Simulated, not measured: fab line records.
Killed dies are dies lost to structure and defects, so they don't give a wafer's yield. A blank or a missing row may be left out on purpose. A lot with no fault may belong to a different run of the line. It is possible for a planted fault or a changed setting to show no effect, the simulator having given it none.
A lot that was struck, set against a sound lot :: flow nand-harc :: 14 steps out of a route of 1159
Sound: the wafers L542.4, L542.5, L542.6. Struck: wafers L553.2, L553.4. (L553.3 of the same lot was not struck and is left out.) The cause comes at the end.
Order at every step that has rows: each side's tool, ch and its chambers, its first start. Under that, the readings that differ: sound wafers :: struck wafers :: difference of the means :: sigmas: that difference in standard deviations of wafers without a fault.
alike: same words and numbers on both sides, and readings whose means sit less than 2 such deviations apart. not compared: any withheld reading, any reading some wafer has no value for, any bound like >300 that may hide the same value, and any number with overlapping values for which the record gives no deviation.
Wherever a step has rows on one side only, a row that says differs or no value, or a row with sigmas, the two part there. When numbers do not overlap yet have no deviation, they are printed without sigmas and do not part them. Lack of a reading on every wafer of one side parts them only where that side has two or more wafers.

first, 2 steps without rows for these wafers: NHARC_A_WL_FILL_CVD_03 (deposits W, target thk 40 nm, time 3302 s); NHARC_A_WL_FILL_ETCHBACK_04 (etches the open film in NF3, target depth 60 nm, time 120 s).
NHARC_A_WL_FILL_ETCHBACK_05: etches the open film in Cl2/BCl3, target depth 22 nm, time 60 s.
  sound on rie-metal-02 ch 0,1, day 15 12:23; struck on rie-metal-02 ch 1, day 17 22:16
reading: oes-product-au (a.u.)
sound: 1.017 1.000 1.001
struck: 0.983 0.985
difference: -0.022
sigmas: -2
  alike: drypump-motor-current-A, run-length-s
  not compared: rf-hours-counter-h
NHARC_A_WL_FILL_STRIP_27: strips in N2/H2, time 20 s.
  sound on plasma-asher-01 ch 0,1, day 15 12:41; struck on plasma-asher-02 ch 0,1, day 17 22:25
reading: rf-refl-power-W (W)
sound: 30 26 29
struck: - -
difference: no value on the struck wafers
sigmas: 
  alike: drypump-motor-current-A, heater-power-w
  not compared: rf-hours-counter-h
then, 4 steps without rows for these wafers: NHARC_A_WL_FILL_STRIP_28 (strips in post etch residue remover, time 1200 s); NHARC_A_WL_FILL_PRECLEAN_06 (cleans in DIW, time 300 s); NHARC_A_WL_FILL_SRD_07; NHARC_A_WL_FILL_ANNEAL_08 (time 1800 s).
NHARC_A_WL_FILL_ALD_10: deposits SiO2, target thk 50 nm, pulse time 10 s, ald cycles 500.
  sound on ald-hk-03 ch 2,3, day 15 18:17; struck on ald-hk-03 ch 1,2, day 18 05:20
  alike: heater-power-outer-w, heater-power-w, precursor-pulse-height-rel
NHARC_A_WL_FILL_ETCHBACK_16: etches the open film in C4F8/O2/Ar, target depth 88 nm, time 17.6 s.
  sound on rie-diel-08 ch 0,3; struck on rie-diel-04 ch 1,3
  alike: oes-product-au, rf-vpp-V, run-length-s
  not compared: rf-hours-counter-h
NHARC_A_WL_FILL_STRIP_29: strips in O2, time 20 s.
  sound on rie-diel-08 ch 0,3, day 15 22:31; struck on rie-diel-04 ch 1,3, day 18 10:05
  alike: drypump-motor-current-A, mfc-ar-sccm, oes-product-au, rf-vpp-V, showerhead-plenum-p-Torr, throttle-valve-pct
  not compared: rf-hours-counter-h
NHARC_A_WL_FILL_ETCHBACK_17: etches the open film in Cl2/BCl3, target depth 4 nm, time 26.7 s.
  sound on rie-metal-02 ch 0,1, day 15 22:38; struck on rie-metal-03 ch 0, day 18 10:11
reading: drypump-motor-current-A (A)
sound: 5.1 5.1 5.5
struck: 6.5 6.5
difference: +1.3
sigmas: +3

reading: run-length-s (s)
sound: 48.9 48.7 47.2
struck: 38.7 38.0
difference: -9.9
sigmas: -21
  alike: oes-product-au
  not compared: rf-hours-counter-h
then, 1 step without rows for these wafers: NHARC_A_WL_FILL_PRECLEAN_18 (cleans in dHF, time 30 s).
NHARC_END_SORT_01:
  the record has rows for the sound wafers here (prober-02 ch 0, day 20 06:15) and none for the struck ones

WHERE THEY PART
First at NHARC_A_WL_FILL_ETCHBACK_05; last, within this record, at NHARC_END_SORT_01.

WHY: whatever the simulator had introduced
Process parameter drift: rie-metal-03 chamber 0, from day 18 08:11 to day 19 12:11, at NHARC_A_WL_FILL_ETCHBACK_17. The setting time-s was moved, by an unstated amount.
